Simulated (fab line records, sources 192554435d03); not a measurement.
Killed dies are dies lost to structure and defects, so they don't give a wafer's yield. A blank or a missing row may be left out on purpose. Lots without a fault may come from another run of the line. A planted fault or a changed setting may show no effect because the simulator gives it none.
Chamber matching | flow n5_finfet | N5_GATE_CUT_ETCH_36 on rie_diel-03: 4 sister chambers
The step etches SiARC in CF4, target depth 13 nm, time 21.7 s. 4 wafers are shown with their chamber, then 7 later ones without.

WAFERS WITH THEIR CHAMBER
wafer  | chamber | throttle_valve_pct (%)
L075.1 | 3       | 15.69
L075.5 | 0       | 15.30
L083.3 | 2       | 15.48
L083.5 | 1       | 16.03

WAFERS WITHOUT THEIR CHAMBER
wafer  | throttle_valve_pct (%)
L083.6 | 15.33
L095.2 | 16.08
L095.3 | 15.38
L095.4 | 15.50
L097.1 | 15.53
L097.2 | 15.40
L097.3 | 16.09

WHICH CHAMBER EACH WENT THROUGH
wafer  | from the rows above     | in truth
L083.6 | 0                       | 0
L095.2 | 1                       | 1
L095.3 | can't be placed: 0 or 2 | 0
L095.4 | 2                       | 2
L097.1 | can't be placed: 2 or 3 | 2
L097.2 | can't be placed: 2 or 0 | 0
L097.3 | 1                       | 1
Placed correctly: 4 of 7. Can't be placed from these rows: 3 (the true chamber is among the candidates in 3). Placed wrongly: 0.
How it was worked out, from the rows above alone: a wafer's distance from a chamber is the root of the sum, over the readings, of the square of ((its reading less the chamber's mean) divided by the reading's scatter). The wafer belongs to the nearest chamber; if the next one is less than 2 further off, it can't be placed. A chamber's mean is the mean of its shown wafers. The scatter: with one shown wafer a chamber, the root of the mean of the squares of how far each hidden wafer lies from its nearest shown one.
